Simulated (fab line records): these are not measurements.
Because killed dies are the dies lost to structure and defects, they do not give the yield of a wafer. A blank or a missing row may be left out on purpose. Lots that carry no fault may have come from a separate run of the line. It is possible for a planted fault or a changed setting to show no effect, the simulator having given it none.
Split-lot experiment    flow n5Finfet    route with 1938 steps; 7 lots, 21 wafers read

== THE SPLIT ==
At N5_SD_EPI_N_ETCH_35 (etches SOC in N2/H2, overetch 108 nm, time 486 s), the setting timeS was moved away from the recipe's 486 s on 9 of the 21 wafers read, by -19.4% to +11.3%. For the rest of the wafers, this setting stayed at what the recipe calls for.

The split's own step is where the reading is taken.

== THE READING ==
SiARC_of_SD_EPI_N_COAT_33.thkNm (the simulator's own value, which no gauge read), in nm, at N5_SD_EPI_N_ETCH_35 (etches SOC in N2/H2, overetch 108 nm, time 486 s). There is no usual value for it anywhere in the file. The 12 wafers here that ran the recipe average 19.6 nm, standard deviation 0.52 nm.

wafer   tool, chamber at the split  timeS as run, s  against the recipe  SiARC_of_SD_EPI_N_COAT_33.thkNm, nm  against lot-mates on the recipe
L075.2  rieDiel-01, 1,2             423.9            -12.8%              21.4                                 no lot-mate on the recipe
L075.5  rieDiel-01, 1,2             423.9            -12.8%              21.4                                 no lot-mate on the recipe
L075.3  rieDiel-01, 0               423.9            -12.8%              21.8                                 no lot-mate on the recipe
L080.1  rieDiel-05, 1               486              recipe              20.2                                 -
L080.3  rieDiel-05, 2               486              recipe              20                                   -
L080.5  rieDiel-05, 0               486              recipe              19.2                                 -
L084.1  rieDiel-04, 1               456              -6.2%               20.8                                 +1.6
L084.4  rieDiel-04, 3               486              recipe              18.6                                 -
L084.5  rieDiel-04, 1               486              recipe              19.8                                 -
L091.1  rieDiel-04, 2               486              recipe              19.4                                 -
L091.3  rieDiel-04, 3               486              recipe              18.8                                 -
L091.5  rieDiel-04, 2               391.9            -19.4%              22.4                                 +3.3
L095.2  rieDiel-05, 2               486              recipe              20.2                                 -
L095.3  rieDiel-05, 3               486              recipe              19.2                                 -
L095.4  rieDiel-05, 0               486              recipe              19.6                                 -
L096.1  rieDiel-05, 2               540.9            +11.3%              18.6                                 -1.6
L096.4  rieDiel-05, 0               540.9            +11.3%              17.8                                 -2.4
L096.5  rieDiel-05, 2               486              recipe              20.2                                 -
L097.1  rieDiel-04, 2               486              recipe              19.6                                 -
L097.2  rieDiel-04, 0               534.7            +10.0%              18.8                                 -0.8
L097.6  rieDiel-04, 0               534.7            +10.0%              18.8                                 -0.8
The file does not say which wafer passed through which chamber wherever a row lists several chambers: such a row stands for several wafers.

THE FIT
A straight line over all 21 wafers: SiARC_of_SD_EPI_N_COAT_33.thkNm changes by -0.133 nm for each +1% of timeS; r = -0.92; the points scatter about the line by 0.48 nm.
The same after taking each lot's own level away (the mean of its wafers on the recipe; 18 wafers): -0.158 nm for each +1%; r = -0.92; scatter 0.49 nm.
That fit puts the effect of the largest move of timeS on the reading at 3 nm.
From 19.10 to 20.20 nm: that is the span of the lots' own levels, equal to 2.1 times the standard deviation above.
So the lot-to-lot level changes the slope: the two fits differ.
Check: for one of the wafers moved furthest among these (-19.4%), held out of the fit, the line's prediction against its lot-mates is +3 nm. Against them it came out at +3.3 nm.

== THESE WAFERS: OTHER SPLITS ==
Other splits were also applied to these wafers ahead of the reading. Each is held against what the fit with the lots' levels taken away leaves over:
other split on the same wafers  wafers away from the commonest value  r with SiARC_of_SD_EPI_N_COAT_33.thkNm (lot level and that fit taken away)
N5_FIN_SAQP_ALD_61 aldCycles    7                                     +0.18
N5_FIN_SAQP_PECVD_06 timeS      8                                     +0.19
N5_FIN_CUT_CUT_ETCH_26 timeS    6                                     +0.02

== THE FILE'S OWN FIT ==
SiARC_of_SD_EPI_N_COAT_33.thkNm changes by -0.163 nm for each +1% of timeS, r = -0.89.
